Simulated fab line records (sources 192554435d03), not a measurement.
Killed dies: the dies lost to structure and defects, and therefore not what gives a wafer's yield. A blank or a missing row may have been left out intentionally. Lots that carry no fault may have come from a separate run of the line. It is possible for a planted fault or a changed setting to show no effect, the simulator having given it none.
fab line records	flow n5_finfet
record lots=10	wafers=30	last_day=21
route steps=1938 shown MOL_CONTACT_COAG@543 BEOL_M4@1111 PASSIVATION@1936
lots with no fault: from the same line, run without faults
start_h: start of the lot's first displayed wafer, in hours after the record's first day	wait_h: hours elapsed since this lot's preceding step	" repeats the value in the row above	L1.1+2: a row that stands for several wafers	- no value, or no start given	* or withheld: withheld	< > ~ a bound
route shown NAME@n: NAME is a module with steps in the file, n the number in the route of the first one	usual: the fault-free wafers' mean and standard deviation	same: alike in all rows	chamber/n: place in a boat	sites: the reading at each site	_std_site: how widely they spread, as a standard deviation	_edge_site: mean of outer sites minus mean of inner sites	radius_mm: for every site, how far away it sits from the centre of the wafer	mask NAME#n: copy n	behind: the last tool/chamber to shape the wafer	hold: why the lot was held/for how many hours/how that ended	device: the transistor (n, p or np) that didn't switch	end of line: tests run on the same wafers once the route is complete	step lacking rows: just its recipe	killed: the dies lost at the first sort to structure and to defects; this is not the yield of the wafer	map: shows each die of a wafer: x if killed, . if not, _ if none is there
set.NAME: the setting as run; set.NAME@STEP: as run at that earlier step	model.NAME: the simulator's own value behind a step, which no gauge read
steps of the route over a sample of lots; a table a step, a row a wafer
services: the hour from which a tool's chamber was out of use, counted from the record's first day as start_h (under 0 if before that day), plus the number of hours and why
## steps
# step N5_MOL_CONTACT_COAG_TI_SIL_19
# recipe material=Ti	target_thk_a=42	temp_c=200	chamber_pressure_pa=5	power_w=5000	time_s=15
# usual throttle_valve_pct=29.9/0.65
lot.wafer	tool	chamber	start_h	wait_h	throttle_valve_pct
L659.2	pvd_sputter-01	-	102.65	3.5	29.8
L659.4	"	-	"	"	29.6
L659.6	"	-	"	"	29.5
L660.2	pvd_sputter-02	-	104.77	0.2	29.9
L660.3	"	-	"	"	29.6
L660.5	"	-	"	"	30.6
L662.4	pvd_sputter-02	-	126.82	0.4	30.5
L662.5	"	-	"	"	29.5
L662.6	"	-	"	"	30.1
L665.3	pvd_sputter-02	-	134.51	0.4	29.8
L665.4	"	-	"	"	29.3
L665.6	"	-	"	"	30.4
L666.2	pvd_sputter-01	-	140.85	0.2	31.2
L666.3	"	-	"	"	29.9
L666.6	"	-	"	"	29.7
L668.2	pvd_sputter-02	-	159.39	0.2	29.3
L668.3	"	-	"	"	30.1
L668.4	"	-	"	"	29.9
L670.1	pvd_sputter-02	-	164.33	0.2	30.5
L670.2	"	-	"	"	29.4
L670.6	"	-	"	"	30.5
L677.2	pvd_sputter-03	-	213.54	0.2	30.2
L677.3	"	-	"	"	28.6
L677.4	"	-	"	"	31.1
L678.1	pvd_sputter-02	-	217.92	0.2	29.6
L678.2	"	-	"	"	29.7
L678.6	"	-	"	"	29.9
L679.1	pvd_sputter-03	-	219.85	0.3	31.4
L679.2	"	-	"	"	30.3
L679.5	"	-	"	"	29.4
# step N5_MOL_CONTACT_COAG_ALD_20
# recipe material=TiN	target_thk_a=15	temp_c=400	ald_precursor_family=TiCl4	ald_co_reactant=NH3	pulse_time_s=1	purge_time_s=3	co_reactant_purge_time_s=2	co_reactant_pulse_time_s=2	ald_cycles=68	pressure_torr=3
# usual heater_power_w=926/100	precursor_pulse_height_rel=1.001/0.018
lot.wafer	tool	chamber	start_h	wait_h	heater_power_w	precursor_pulse_height_rel
L659.2	ald_metal-03	2	102.77	0.1	838	1.001
L659.4	"	3	"	"	979	0.994
L659.6	"	1	"	"	1085	0.977
L660.2	ald_metal-01	0	104.90	0.1	805	0.987
L660.3	"	2	"	"	850	1.019
L660.5	"	2	"	"	825	1.014
L662.4	ald_metal-03	0	126.94	0.1	947	1.007
L662.5	"	0	"	"	959	0.999
L662.6	"	1	"	"	1079	1.013
L665.3	ald_metal-03	1	134.63	0.1	1059	0.997
L665.4	"	2	"	"	836	1.037
L665.6	"	3	"	"	958	0.971
L666.2	ald_metal-03	3	140.97	0.1	1001	0.986
L666.3	"	0	"	"	961	0.976
L666.6	"	0	"	"	956	1.002
L668.2	ald_metal-03	2	159.51	0.1	828	1.013
L668.3	"	0	"	"	940	1.012
L668.4	"	1	"	"	1068	0.993
L670.1	ald_metal-02	3	164.45	0.1	832	0.983
L670.2	"	0	"	"	1013	1.010
L670.6	"	3	"	"	817	0.996
L677.2	ald_metal-03	1	213.66	0.1	1075	1.050
L677.3	"	3	"	"	1003	1.003
L677.4	"	2	"	"	846	1.015
L678.1	ald_metal-03	0	218.06	0.1	954	1.028
L678.2	"	3	"	"	995	1.030
L678.6	"	2	"	"	836	0.983
L679.1	ald_metal-01	3	219.97	0.1	875	1.037
L679.2	"	1	"	"	949	0.997
L679.5	"	2	"	"	832	1.009
# step N5_MOL_CONTACT_COAG_ANNEAL_113
# recipe temp_c=400	time_s=300	ambient=H2/N2
# usual lamp_power_pct=2.77/0.17	wafer_temp_C_max=401.9/0.46
lot.wafer	tool	chamber	start_h	wait_h	lamp_power_pct	wafer_temp_C_max
L659.2	rtp_anneal-02	0	104.77	0.5	2.64	401.4
L659.4	"	0	"	"	2.65	401.7
L659.6	"	0	"	"	2.65	401.4
L660.2	rtp_anneal-02	0	109.86	0.5	2.65	402.2
L660.3	"	0	"	"	2.65	401.4
L660.5	"	0	"	"	2.65	401.7
L662.4	rtp_anneal-01	0	129.13	0.8	3.01	401.3
L662.5	"	0	"	"	3.01	401.8
L662.6	"	0	"	"	3.01	402.1
L665.3	rtp_anneal-02	0	136.61	0.7	2.65	401.4
L665.4	"	0	"	"	2.65	401.9
L665.6	"	0	"	"	2.64	402.1
L666.2	rtp_anneal-02	0	143.11	0.6	2.65	401.9
L666.3	"	0	"	"	2.64	402.9
L666.6	"	0	"	"	2.65	401.4
L668.2	rtp_anneal-02	0	161.66	0.5	2.64	402.3
L668.3	"	0	"	"	2.64	401.7
L668.4	"	0	"	"	2.65	401.3
L670.1	rtp_anneal-01	0	167.62	0.3	3.02	401.7
L670.2	"	0	"	"	3.02	402.7
L670.6	"	0	"	"	3.01	403.0
L677.2	rtp_anneal-01	0	215.79	0.8	3.01	401.5
L677.3	"	0	"	"	3.01	402.1
L677.4	"	0	"	"	3.01	401.5
L678.1	rtp_anneal-01	0	219.83	0.4	3.02	401.8
L678.2	"	0	"	"	3.01	401.9
L678.6	"	0	"	"	3.02	402.3
L679.1	rtp_anneal-01	0	221.84	0.3	3.01	402.2
L679.2	"	0	"	"	3.01	402.8
L679.5	"	0	"	"	3.01	401.3
# step N5_MOL_CONTACT_COAG_PECVD_31
# recipe material=SiO2	target_thk_a=460	temp_c=400	precursor=TEOS/O2	pressure_torr=6.5	rf_w=withheld	teos_flow_sccm=withheld	gas=O2	flow_sccm=2650	time_s=8.9
# usual susceptor_temp_C=400.02/0.23
lot.wafer	tool	chamber	start_h	wait_h	susceptor_temp_C
L659.2	pecvd-02	2	112.86	0.3	400.05
L659.4	"	1	"	"	399.84
L659.6	"	2	"	"	400.12
L660.2	pecvd-04	0	114.55	0.3	400.25
L660.3	"	2	"	"	399.82
L660.5	"	0	"	"	400.20
L662.4	pecvd-02	2	138.46	0.3	399.90
L662.5	"	1	"	"	399.68
L662.6	"	0	"	"	399.85
L665.3	pecvd-03	1	141.44	0.3	400.08
L665.4	"	0	"	"	400.20
L665.6	"	2	"	"	399.85
L666.2	pecvd-04	2	148.92	0.3	399.96
L666.3	"	0	"	"	400.41
L666.6	"	0	"	"	400.25
L668.2	pecvd-03	0	166.83	0.3	400.02
L668.3	"	1	"	"	399.99
L668.4	"	0	"	"	400.04
L670.1	pecvd-04	2	172.58	0.3	400.08
L670.2	"	1	"	"	400.34
L670.6	"	0	"	"	414.48
L677.2	pecvd-03	0	221.70	0.3	400.05
L677.3	"	2	"	"	400.01
L677.4	"	1	"	"	399.69
L678.1	pecvd-02	0	225.29	0.3	400.10
L678.2	"	2	"	"	400.26
L678.6	"	0	"	"	400.18
L679.1	pecvd-02	1	229.09	0.3	400.21
L679.2	"	0	"	"	399.90
L679.5	"	2	"	"	400.13
# step N5_MOL_CONTACT_COAG_THK_MEAS_53
# recipe reads=SiO2_of_MOL_CONTACT_COAG_PECVD_31
# usual VIA_MOL_THK=43.9/0.63
lot.wafer	tool	chamber	start_h	wait_h	VIA_MOL_THK[nm]
L659.2	film_metro-01	-	116.92	-	43.4
L659.4	"	-	"	"	44.3
L659.6	"	-	"	"	44.5
L660.2	film_metro-02	-	118.99	-	44.0
L660.3	"	-	"	"	44.6
L660.5	"	-	"	"	45.0
L662.4	film_metro-02	-	142.21	-	44.8
L662.5	"	-	"	"	44.0
L662.6	"	-	"	"	44.5
L665.3	film_metro-02	-	145.19	-	43.4
L665.4	"	-	"	"	43.9
L665.6	"	-	"	"	44.8
L666.2	film_metro-01	-	152.88	-	43.7
L666.3	"	-	"	"	43.8
L666.6	"	-	"	"	44.5
L668.2	film_metro-01	-	170.67	-	43.6
L668.3	"	-	"	"	44.2
L668.4	"	-	"	"	44.3
L670.1	film_metro-02	-	176.12	-	44.3
L670.2	"	-	"	"	43.8
L670.6	"	-	"	"	40.3
L677.2	film_metro-01	-	225.65	-	43.3
L677.3	"	-	"	"	44.2
L677.4	"	-	"	"	44.9
L678.1	film_metro-01	-	229.16	-	42.4
L678.2	"	-	"	"	43.2
L678.6	"	-	"	"	43.3
L679.1	film_metro-02	-	232.91	-	43.9
L679.2	"	-	"	"	43.5
L679.5	"	-	"	"	44.6
# step N5_BEOL_M4_RC_MEAS_101
# usual DIBL_N=36.1/2.3	DIBL_P=36/3.2	IOFF_N=0.16/0.045	IOFF_P=0.21/0.049	ION_N=674/14	ION_P=462/8.4	SS_N=71.6/0.83	SS_P=73.2/0.87	VT_N=249/3.8	VT_P=-250/3.4
lot.wafer	tool	chamber	start_h	wait_h	DIBL_N[mV/V]	DIBL_P[mV/V]	IOFF_N[nA/um]	IOFF_P[nA/um]	ION_N[uA/um]	ION_P[uA/um]	SS_N[mV/dec]	SS_P[mV/dec]	VT_N[mV]	VT_P[mV]
L660.2	prober-01	0	260.07	0.2	39.1	42	0.22	0.29	686	468	72.3	74.4	246	-246
L660.3	"	0	"	"	38.2	40	0.20	0.26	679	465	72.0	73.7	248	-246
L660.5	"	0	"	"	36.7	39	0.19	0.26	695	481	71.3	73.7	244	-246
L659.2	prober-01	0	266.49	0.2	36.3	33	0.14	0.18	650	449	71.9	72.9	254	-250
L659.4	"	0	"	"	33.2	30	0.10	0.15	672	459	71.6	72.3	255	-253
L659.6	"	0	"	"	36.7	35	0.14	0.21	682	470	72.0	73.0	253	-250
L665.3	prober-02	0	286.86	0.3	34.9	34	0.12	0.15	652	444	70.7	71.9	253	-255
L665.4	"	0	"	"	36.0	36	0.14	0.19	668	456	71.9	73.5	251	-255
L665.6	"	0	"	"	34.8	33	0.12	0.15	645	439	70.9	72.9	254	-257
L662.4	prober-02	0	289.33	0.5	37.0	38	0.19	0.25	671	455	72.0	73.9	246	-247
L662.5	"	0	"	"	38.4	39	0.20	0.25	679	465	72.7	74.4	249	-249
L662.6	"	0	"	"	36.7	37	0.19	0.23	683	464	72.6	73.6	250	-249
L666.2	prober-01	0	313.61	0.2	31.5	30	0.09	0.14	645	446	70.8	72.5	257	-254
L666.3	"	0	"	"	30.9	30	0.09	0.14	657	456	69.4	71.8	254	-252
L666.6	"	0	"	"	30.0	29	0.09	0.13	653	455	69.6	71.3	256	-255
L668.2	prober-02	0	317.56	0.2	35.8	34	0.12	0.21	652	457	71.0	73.4	254	-251
L668.3	"	0	"	"	35.1	34	0.13	0.20	662	464	71.3	71.6	251	-249
L668.4	"	0	"	"	37.7	37	0.16	0.25	675	465	71.9	73.4	251	-247
L670.1	prober-02	0	344.81	0.0	37.5	37	0.18	0.23	666	457	72.6	73.9	248	-250
L670.2	"	0	"	"	32.3	30	0.11	0.14	656	448	70.9	71.3	255	-256
L670.6	"	0	"	"	33.1	31	0.11	0.15	658	453	71.1	72.1	252	-254
L677.2	prober-02	0	358.83	0.2	37.6	38	0.17	0.20	673	458	71.3	73.8	248	-252
L677.3	"	0	"	"	39.2	41	0.21	0.28	674	466	72.2	75.1	249	-249
L677.4	"	0	"	"	36.5	37	0.15	0.20	675	462	71.2	73.9	248	-254
L679.1	prober-02	0	364.44	0.0	39.9	39	0.22	0.24	707	474	72.3	74.2	244	-250
L679.2	"	0	"	"	36.0	34	0.14	0.17	661	450	70.8	73.0	250	-252
L679.5	"	0	"	"	35.4	33	0.13	0.17	670	460	70.4	72.0	251	-248
L678.1	prober-02	0	388.83	0.0	40.9	44	0.28	0.38	686	469	73.0	75.4	241	-241
L678.2	"	0	"	"	40.3	43	0.30	0.36	695	472	72.4	74.8	239	-240
L678.6	"	0	"	"	39.2	41	0.26	0.31	685	464	72.8	75.0	243	-243
# step N5_PASSIVATION_PROBE_49
# usual defect_limited_yield=90.9/1.6	killed_at_M0_to_M3=37/11	killed_at_M4_up=15/5.6	killed_at_contacts=13/6.4	killed_at_front_end=39/11	killed_at_other=4/3.1	killed_dies=107/19	killed_on_rim=14/4.3	killed_open=71/14	killed_short=34/7.8	sort_bin_4_leakage=0.01/0.053	sort_bin_5_function=5.3/1	sort_bin_6_memory=3.4/0.72	sort_bin_8_speed=0.0/0.42	sort_n_pass=1072/20	sort_yield_pct=90.9/1.7
# same gross_dies=1180	killed_at_back_side=0
lot.wafer	tool	chamber	start_h	wait_h	defect_limited_yield[%]	killed_at_M0_to_M3	killed_at_M4_up	killed_at_contacts	killed_at_front_end	killed_at_other	killed_dies	killed_on_rim	killed_open	killed_short	sort_bin_4_leakage[%]	sort_bin_5_function[%]	sort_bin_6_memory[%]	sort_bin_8_speed[%]	sort_n_pass	sort_yield_pct[%]
L660.2	prober-02	-	368.48	0.1	89.5	41	23	26	30	4	124	15	82	34	0	5.2	4.4	0	1056	89.5
L660.3	prober-02	-	368.53	0.1	90.3	36	10	15	52	2	115	18	68	37	0	5.3	3.4	0	1065	90.3
L660.5	prober-02	-	368.63	0.2	88.6	33	22	16	50	14	135	17	78	48	0	5.8	4.6	0	1045	88.6
L659.2	prober-02	-	370.95	0.1	90.9	44	26	4	31	2	107	11	79	27	0	5.7	3.0	0	1073	90.9
L659.4	prober-02	-	371.05	0.2	92.0	41	10	6	34	3	94	8	60	31	0	4.5	3.1	0	1086	92.0
L659.6	prober-02	-	371.15	0.3	92.3	30	15	9	37	0	91	11	64	25	0	5.3	2.2	0	1089	92.3
L665.3	prober-01	-	406.32	0.1	90.4	43	9	12	37	12	113	14	81	30	0	6.1	3.3	0.2	1065	90.3
L665.4	prober-01	-	406.37	0.2	88.5	42	14	12	55	13	136	16	103	31	0	7.3	3.8	0	1044	88.5
L665.6	prober-01	-	406.47	0.3	90.3	35	7	25	43	4	114	11	85	28	0	5.2	4.2	0.2	1064	90.2
L662.4	prober-02	-	410.79	0.2	89.7	46	10	13	51	2	122	19	84	36	0	6.4	3.7	0	1058	89.7
L662.5	prober-02	-	410.84	0.2	89.9	44	13	13	48	1	119	17	82	35	0	5.3	4.4	0	1061	89.9
L662.6	prober-02	-	410.89	0.3	89.6	46	19	8	49	1	123	10	81	42	0	6.9	2.9	0	1057	89.6
L666.2	prober-02	-	434.96	0.1	90.5	35	10	21	44	2	112	22	75	35	0	6.4	3.1	0.7	1060	89.8
L666.3	prober-02	-	435.01	0.1	92.5	31	13	12	28	4	88	10	53	34	0	4.8	2.4	0	1092	92.5
L666.6	prober-02	-	435.16	0.3	93.3	26	16	9	24	4	79	6	41	36	0	3.7	2.5	0	1101	93.3
L668.2	prober-01	-	450.60	0.1	90.4	26	17	8	60	2	113	12	78	33	0	5.4	4.0	0	1067	90.4
L668.3	prober-01	-	450.65	0.1	89.4	32	20	12	54	7	125	18	83	41	0	5.9	4.0	0	1055	89.4
L668.4	prober-01	-	450.70	0.2	88.8	39	15	20	49	9	132	14	85	46	0	6.1	4.9	0	1048	88.8
L670.1	prober-01	-	467.93	0.0	92.6	35	6	11	31	4	87	9	50	37	0	4.1	3.3	0	1093	92.6
L670.2	prober-01	-	467.98	0.1	89.8	53	15	19	28	5	120	15	76	42	0	6.0	3.6	0	1060	89.8
L670.6	prober-01	-	468.18	0.3	92.9	30	12	15	25	2	84	11	56	26	0	4.0	3.1	0	1096	92.9
L679.1	prober-02	-	479.04	0.0	93.6	39	10	12	14	1	76	10	54	21	0	4.2	2.1	0	1104	93.6
L679.2	prober-02	-	479.09	0.1	91.5	54	10	9	26	1	100	14	67	32	0	4.9	3.4	0	1080	91.5
L679.5	prober-02	-	479.24	0.2	91.9	47	10	10	24	5	96	20	64	32	0	4.5	3.4	0	1084	91.9
L678.1	prober-02	-	496.17	0.0	92.8	27	10	10	29	9	85	10	55	29	0	4.2	2.7	0	1095	92.8
L678.2	prober-02	-	496.22	0.1	91.4	41	17	6	36	2	102	10	67	32	0.25	4.8	3.6	0	1075	91.1
L678.6	prober-02	-	496.42	0.3	93.1	42	11	5	21	2	81	7	50	27	0	4.4	2.3	0	1099	93.1
L677.2	prober-01	-	496.22	0.1	92.7	25	15	10	34	2	86	15	56	29	0	4.4	2.7	0	1094	92.7
L677.3	prober-01	-	496.27	0.1	90.5	36	11	10	52	3	112	9	72	38	0	5.9	3.2	0	1068	90.5
L677.4	prober-01	-	496.32	0.2	89.8	48	17	18	36	1	120	20	95	24	0	6.1	3.7	0	1060	89.8
# killed by level:class
L660.2 MOL_CONTACT_COAG:geometric_particle:open=22 BEOL_M4:geometric_particle:open=12 DUMMY_GATE:geometric_particle:open=9 BEOL_M0_SAQP:geometric_particle:short=9 BEOL_M3:geometric_particle:open=8 BEOL_M2:geometric_particle:open=7 BEOL_M0_SAQP:geometric_particle:open=6 BEOL_M5:geometric_particle:open=5
L660.3 MOL_CONTACT_COAG:geometric_particle:open=12 FIN_SAQP:geometric_particle:open=10 FIN_SAQP:geometric_particle:short=9 HKMG_FIN:area_etch=8 BEOL_M2:geometric_particle:open=7 STI_FIN_REVEAL:geometric_particle:open=6 BEOL_M0_SAQP:geometric_particle:short=6 BEOL_M0_SAQP:geometric_particle:open=6
L660.5 FIN_SAQP:geometric_particle:short=11 BEOL_M4:geometric_particle:open=10 FIN_SAQP:geometric_particle:open=9 MOL_CONTACT_COAG:geometric_particle:open=9 BEOL_M3:geometric_particle:open=8 BEOL_M5:geometric_particle:open=7 MOL_CONTACT_COAG:geometric_particle:short=7 BEOL_M0_SAQP:geometric_particle:open=7
L659.2 BEOL_M0_SAQP:geometric_particle:open=15 BEOL_M4:geometric_particle:open=12 BEOL_M2:geometric_particle:open=11 BEOL_M3:geometric_particle:open=7 STI_FIN_REVEAL:geometric_particle:open=6 FIN_SAQP:geometric_particle:open=5 BEOL_M0_SAQP:geometric_particle:short=5 GATE_CUT:geometric_particle:open=4
L659.4 BEOL_M0_SAQP:geometric_particle:open=11 DUMMY_GATE:geometric_particle:open=8 BEOL_M0_SAQP:geometric_particle:short=8 BEOL_M3:geometric_particle:open=7 BEOL_M4:geometric_particle:open=6 BEOL_M2:geometric_particle:open=6 STI_FIN_REVEAL:geometric_particle:open=5 GATE_CUT:geometric_particle:short=4
L659.6 BEOL_M4:geometric_particle:open=9 FIN_SAQP:geometric_particle:open=7 STI_FIN_REVEAL:geometric_particle:open=7 MOL_CONTACT_COAG:geometric_particle:open=7 BEOL_M2:geometric_particle:open=7 BEOL_M3:geometric_particle:open=7 BEOL_M1:geometric_particle:open=4 STARTING-WAFER:geometric_particle:short=4
L665.3 BEOL_M2:geometric_particle:open=15 FIN_SAQP:geometric_particle:open=13 MOL_CONTACT_COAG:geometric_particle:open=11 STI_FIN_REVEAL:geometric_particle:open=8 BEOL_M1:geometric_particle:open=8 FIN_SAQP:geometric_particle:short=6 BEOL_M0_SAQP:geometric_particle:open=5 BEOL_M3:geometric_particle:open=5
L665.4 STI_FIN_REVEAL:geometric_particle:open=25 FIN_SAQP:geometric_particle:open=15 MOL_CONTACT_COAG:geometric_particle:open=12 BEOL_M0_SAQP:geometric_particle:open=8 BEOL_M0_SAQP:geometric_particle:short=8 BEOL_M2:geometric_particle:open=6 BEOL_M0:geometric_particle:open=5 BEOL_M3:geometric_particle:open=5
L665.6 MOL_CONTACT_COAG:geometric_particle:open=21 STI_FIN_REVEAL:geometric_particle:open=12 BEOL_M2:geometric_particle:open=10 FIN_SAQP:geometric_particle:open=9 BEOL_M1:geometric_particle:open=9 DUMMY_GATE:geometric_particle:open=4 GATE_CUT:geometric_particle:short=4 MOL_CONTACT_COAG:geometric_particle:short=4
L662.4 BEOL_M2:geometric_particle:open=19 FIN_SAQP:geometric_particle:open=18 MOL_CONTACT_COAG:geometric_particle:open=12 FIN_SAQP:geometric_particle:short=10 BEOL_M0_SAQP:geometric_particle:short=8 BEOL_M0_SAQP:geometric_particle:open=6 BEOL_M1:geometric_particle:open=4 BEOL_M3:geometric_particle:open=4
L662.5 BEOL_M2:geometric_particle:open=24 FIN_SAQP:geometric_particle:open=13 MOL_CONTACT_COAG:geometric_particle:open=9 BEOL_M4:geometric_particle:open=9 GATE_CUT:geometric_particle:short=6 DUMMY_GATE:geometric_particle:open=5 STARTING-WAFER:geometric_particle:open=5 FIN_SAQP:geometric_particle:short=4
L662.6 FIN_SAQP:geometric_particle:open=18 BEOL_M0_SAQP:geometric_particle:open=14 BEOL_M2:geometric_particle:open=13 GATE_CUT:geometric_particle:short=8 FIN_SAQP:geometric_particle:short=7 BEOL_M4:geometric_particle:open=7 BEOL_M0_SAQP:geometric_particle:short=6 BEOL_M4:geometric_particle:short=6
L666.2 MOL_CONTACT_COAG:geometric_particle:open=16 DUMMY_GATE:geometric_particle:open=9 BEOL_M0_SAQP:geometric_particle:open=9 FIN_SAQP:geometric_particle:open=8 BEOL_M0_SAQP:geometric_particle:short=8 FIN_SAQP:geometric_particle:short=7 STI_FIN_REVEAL:geometric_particle:open=7 BEOL_M2:geometric_particle:open=7
L666.3 MOL_CONTACT_COAG:geometric_particle:open=9 BEOL_M0_SAQP:geometric_particle:open=9 GATE_CUT:geometric_particle:short=7 BEOL_M2:geometric_particle:open=6 BEOL_M4:geometric_particle:open=6 GATE_CUT:geometric_particle:open=5 BEOL_M0_SAQP:geometric_particle:short=5 FIN_SAQP:geometric_particle:open=4
L666.6 MOL_CONTACT_COAG:geometric_particle:open=7 BEOL_M4:geometric_particle:open=7 FIN_SAQP:geometric_particle:short=6 GATE_CUT:geometric_particle:short=6 BEOL_M2:geometric_particle:open=6 BEOL_M3:geometric_particle:open=5 BEOL_M2:geometric_particle:short=4 BEOL_M0_SAQP:geometric_particle:short=4
L668.2 STI_FIN_REVEAL:geometric_particle:open=25 FIN_SAQP:geometric_particle:short=9 BEOL_M0_SAQP:geometric_particle:open=9 BEOL_M4:geometric_particle:open=9 BEOL_M0_SAQP:geometric_particle:short=8 FIN_SAQP:geometric_particle:open=6 MOL_CONTACT_COAG:geometric_particle:open=5 BEOL_M3:geometric_particle:open=5
L668.3 STI_FIN_REVEAL:geometric_particle:open=19 BEOL_M4:geometric_particle:open=13 BEOL_M0_SAQP:geometric_particle:short=10 BEOL_M0_SAQP:geometric_particle:open=9 STI_FIN_REVEAL:geometric_particle:short=7 MOL_CONTACT_COAG:geometric_particle:open=7 FIN_SAQP:geometric_particle:open=5 DUMMY_GATE:geometric_particle:open=5
L668.4 STI_FIN_REVEAL:geometric_particle:open=15 MOL_CONTACT_COAG:geometric_particle:open=15 FIN_SAQP:geometric_particle:open=12 FIN_SAQP:geometric_particle:short=10 BEOL_M0_SAQP:geometric_particle:open=10 BEOL_M0_SAQP:geometric_particle:short=9 BEOL_M4:geometric_particle:open=9 BEOL_M2:geometric_particle:open=8
L670.1 MOL_CONTACT_COAG:geometric_particle:open=9 BEOL_M0_SAQP:geometric_particle:open=9 BEOL_M0_SAQP:geometric_particle:short=9 BEOL_M1:geometric_particle:open=8 FIN_SAQP:geometric_particle:short=7 FIN_SAQP:geometric_particle:open=5 GATE_CUT:geometric_particle:short=5 STI_FIN_REVEAL:geometric_particle:open=4
L670.2 BEOL_M1:geometric_particle:open=17 MOL_CONTACT_COAG:geometric_particle:open=15 BEOL_M0_SAQP:geometric_particle:short=9 BEOL_M0_SAQP:geometric_particle:open=8 BEOL_M4:geometric_particle:open=7 BEOL_M3:geometric_particle:open=6 BEOL_M1:geometric_particle:short=5 STI_FIN_REVEAL:geometric_particle:open=4
L670.6 MOL_CONTACT_COAG:geometric_particle:open=9 BEOL_M0_SAQP:geometric_particle:open=7 STI_FIN_REVEAL:geometric_particle:open=6 BEOL_M1:geometric_particle:open=6 BEOL_M0_SAQP:geometric_particle:short=6 MOL_CONTACT_COAG:geometric_particle:short=5 BEOL_M3:geometric_particle:open=5 BEOL_M4:geometric_particle:open=5
L679.1 MOL_CONTACT_COAG:geometric_particle:open=11 BEOL_M0_SAQP:geometric_particle:open=10 BEOL_M0_SAQP:geometric_particle:short=8 BEOL_M3:geometric_particle:open=8 BEOL_M1:geometric_particle:open=5 BEOL_M4:geometric_particle:open=5 STI_FIN_REVEAL:geometric_particle:open=3 BEOL_M2:geometric_particle:open=3
L679.2 BEOL_M2:geometric_particle:open=14 BEOL_M0_SAQP:geometric_particle:open=10 MOL_CONTACT_COAG:geometric_particle:open=9 BEOL_M0_SAQP:geometric_particle:short=6 BEOL_M1:geometric_particle:short=6 BEOL_M1:geometric_particle:open=6 BEOL_M3:geometric_particle:open=6 BEOL_M4:geometric_particle:open=5
L679.5 BEOL_M2:geometric_particle:open=13 BEOL_M3:geometric_particle:open=10 MOL_CONTACT_COAG:geometric_particle:open=7 DUMMY_GATE:geometric_particle:open=6 BEOL_M0_SAQP:geometric_particle:open=6 BEOL_M0_SAQP:geometric_particle:short=5 BEOL_M1:geometric_particle:open=5 FIN_SAQP:geometric_particle:short=3
L678.1 FIN_SAQP:geometric_particle:open=9 MOL_CONTACT_COAG:geometric_particle:open=7 BEOL_M2:geometric_particle:open=6 FIN_SAQP:geometric_particle:short=5 BEOL_M3:geometric_particle:open=5 BEOL_M4:geometric_particle:open=5 BEOL_M0_SAQP:geometric_particle:open=4 BEOL_M1:geometric_particle:open=4
L677.2 STI_FIN_REVEAL:geometric_particle:open=10 BEOL_M3:geometric_particle:open=9 MOL_CONTACT_COAG:geometric_particle:open=8 BEOL_M4:geometric_particle:short=6 FIN_SAQP:geometric_particle:open=5 BEOL_M0_SAQP:geometric_particle:short=5 STI_FIN_REVEAL:geometric_particle:short=3 DUMMY_GATE:geometric_particle:open=3
L678.2 BEOL_M3:geometric_particle:open=14 STI_FIN_REVEAL:geometric_particle:open=12 FIN_SAQP:geometric_particle:open=7 BEOL_M0_SAQP:geometric_particle:short=6 BEOL_M3:geometric_particle:short=6 BEOL_M4:geometric_particle:open=6 MOL_CONTACT_COAG:geometric_particle:open=5 BEOL_M1:geometric_particle:open=5
L677.3 STI_FIN_REVEAL:geometric_particle:open=16 BEOL_M3:geometric_particle:open=9 STI_FIN_REVEAL:geometric_particle:short=7 MOL_CONTACT_COAG:geometric_particle:open=7 BEOL_M0_SAQP:geometric_particle:short=6 FIN_SAQP:geometric_particle:open=5 GATE_CUT:geometric_particle:short=5 BEOL_M0:geometric_particle:open=5
L677.4 MOL_CONTACT_COAG:geometric_particle:open=16 BEOL_M3:geometric_particle:open=14 STI_FIN_REVEAL:geometric_particle:open=12 BEOL_M0_SAQP:geometric_particle:open=10 BEOL_M4:geometric_particle:open=8 FIN_SAQP:geometric_particle:open=7 DUMMY_GATE:geometric_particle:open=6 BEOL_M0_SAQP:geometric_particle:short=6
L678.6 BEOL_M0_SAQP:geometric_particle:short=13 BEOL_M2:geometric_particle:open=8 FIN_SAQP:geometric_particle:open=6 BEOL_M3:geometric_particle:open=6 BEOL_M0_SAQP:geometric_particle:open=5 DUMMY_GATE:geometric_particle:open=4 BEOL_M4:geometric_particle:open=4 BEOL_M1:geometric_particle:open=4
## services
tool	chamber	start_h	hours	kind
ald_metal-01	-	81.76	2.8	pm
pecvd-03	0	86.17	2.1	scheduled_down
pecvd-02	2	91.69	5.5	scheduled_down
ald_metal-02	3	96.11	1.5	repair
pecvd-02	-	98.74	1.0	repair
pvd_sputter-02	-	104.96	7.7	repair
pecvd-02	-	106.63	5.5	pm
ald_metal-02	0	111.21	23.8	repair
pvd_sputter-03	-	116.35	55.4	repair
pecvd-04	-	128.88	1.7	repair
ald_metal-01	-	129.35	0.9	repair
ald_metal-02	2	130.18	8.3	repair
pecvd-04	0	162.51	2.1	scheduled_down
ald_metal-03	-	165.86	0.9	repair
ald_metal-03	-	174.59	1.2	pm
pecvd-03	1	201.85	11.8	repair
pecvd-04	2	202.38	-	clean
pecvd-04	2	202.38	-	consumable_replace:showerhead
pecvd-04	2	202.38	29.0	scheduled_down
pecvd-04	2	202.38	29.0	vent_cycle
pvd_sputter-03	-	216.35	1.0	repair
pecvd-02	1	216.93	2.1	scheduled_down
rtp_anneal-02	-	218.71	1.6	repair
ald_metal-03	0	226.97	21.5	repair
## key
first_sign step=N5_MOL_CONTACT_COAG_PECVD_31	reading=susceptor_temp_C	direction=up	sigmas=64	usual=*	struck=*
effect step=N5_MOL_CONTACT_COAG_THK_MEAS_53	reading=VIA_MOL_THK	direction=down	sigmas=5.8	usual=43.9	struck=40.3
met_at N5_MOL_CONTACT_COAG_PECVD_31
struck_lots L670
struck_wafers L670.6
not_acting_at N5_MOL_CONTACT_COAG_TI_SIL_19,N5_MOL_CONTACT_COAG_ALD_20,N5_MOL_CONTACT_COAG_ANNEAL_113
onset_between 148.92 172.58
fault kind=process_parameter_drift	tool=pecvd-04	chamber=0	onset_h=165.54	steps=N5_MOL_CONTACT_COAG_PECVD_31	channel=temp_c	offset=*	shape=step	end_h=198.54	acts_in=*	stated=*
